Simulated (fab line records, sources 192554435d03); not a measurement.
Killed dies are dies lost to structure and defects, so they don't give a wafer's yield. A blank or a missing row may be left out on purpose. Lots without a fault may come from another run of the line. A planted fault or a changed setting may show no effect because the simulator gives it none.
Split-lot experiment | flow n5_finfet | 7 lots, 21 wafers read, on a route of 1938 steps

THE SPLIT
At N5_MIM_TOP_SPUTTER_03 (material TiN, target thk 35 nm, time 89.7 s), the setting power_w was moved away from the recipe's 3000 W on 7 of the 21 wafers read, by -15.6% to +5.6%. The other wafers ran this setting at the recipe's value.

The reading is taken at the split's own step.

THE READING
TiN_of_MIM_TOP_SPUTTER_03.thk_nm (the simulator's own value, which no gauge read), in nm, at N5_MIM_TOP_SPUTTER_03 (material TiN, target thk 35 nm, time 89.7 s). The file gives no usual value for it. The 14 wafers here that ran the recipe average 35.1 nm, standard deviation 0.31 nm.

wafer  | tool, chamber at the split | power_w as run, W | against the recipe | TiN_of_MIM_TOP_SPUTTER_03.thk_nm, nm | against lot-mates on the recipe
L075.2 | pvd_sputter-01, -          | 3000              | recipe             | 35.2                                 | -
L075.3 | pvd_sputter-01, -          | 2533              | -15.6%             | 29.6                                 | -5.5
L075.6 | pvd_sputter-01, -          | 3000              | recipe             | 35                                   | -
L077.1 | pvd_sputter-03, -          | 3000              | recipe             | 35.2                                 | -
L077.2 | pvd_sputter-03, -          | 3000              | recipe             | 35.6                                 | -
L077.5 | pvd_sputter-03, -          | 3000              | recipe             | 35.4                                 | -
L078.4 | pvd_sputter-01, -          | 3169              | +5.6%              | 36.8                                 | +1.8
L078.5 | pvd_sputter-01, -          | 3000              | recipe             | 35                                   | -
L078.6 | pvd_sputter-01, -          | 3169              | +5.6%              | 36.4                                 | +1.4
L081.1 | pvd_sputter-01, -          | 3000              | recipe             | 35.6                                 | -
L081.3 | pvd_sputter-01, -          | 3000              | recipe             | 35                                   | -
L081.5 | pvd_sputter-01, -          | 3000              | recipe             | 35.2                                 | -
L082.1 | pvd_sputter-01, -          | 3000              | recipe             | 35.2                                 | -
L082.2 | pvd_sputter-01, -          | 3000              | recipe             | 35                                   | -
L082.5 | pvd_sputter-01, -          | 3000              | recipe             | 34.8                                 | -
L090.2 | pvd_sputter-03, -          | 3166              | +5.5%              | 36.8                                 | +2.4
L090.4 | pvd_sputter-03, -          | 3000              | recipe             | 34.4                                 | -
L090.6 | pvd_sputter-03, -          | 3166              | +5.5%              | 36                                   | +1.6
L093.4 | pvd_sputter-01, -          | 2733              | -8.9%              | 32                                   | -2.8
L093.5 | pvd_sputter-01, -          | 2733              | -8.9%              | 31.8                                 | -3.0
L093.6 | pvd_sputter-01, -          | 3000              | recipe             | 34.8                                 | -

THE FIT
A straight line over all 21 wafers: TiN_of_MIM_TOP_SPUTTER_03.thk_nm changes by +0.328 nm for each +1% of power_w; r = +0.98; the points scatter about the line by 0.36 nm.
The same after taking each lot's own level away (the mean of its wafers on the recipe; 21 wafers): +0.337 nm for each +1%; r = +0.99; scatter 0.24 nm.
On that fit, the largest move of power_w shifts the reading by 5.2 nm.
The lots' own levels span 34.40 to 35.40 nm, that is 3.2 times the standard deviation above.
So the lot-to-lot level changes the slope little: the two slopes agree.
Check: with one of the wafers moved furthest among these (-15.6%) left out of the fit, the line predicts -5.05 nm for it against its lot-mates. It came out at -5.5 nm against them.

OTHER SPLITS ON THESE WAFERS
These wafers also went through other splits before the reading. Each is held against what the fit with the lots' levels taken away leaves over:
other split on the same wafers | wafers away from the commonest value | r with TiN_of_MIM_TOP_SPUTTER_03.thk_nm (lot level and that fit taken away)
N5_BEOL_M13_SPUTTER_43 time_s  | 7                                    | -0.05
N5_BEOL_M14_SPUTTER_43 time_s  | 4                                    | +0.09
N5_BEOL_M15_ILD_DEP_00 time_s  | 7                                    | +0.25

THE FILE'S OWN FIT
TiN_of_MIM_TOP_SPUTTER_03.thk_nm changes by +0.343 nm for each +1% of power_w, r = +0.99.
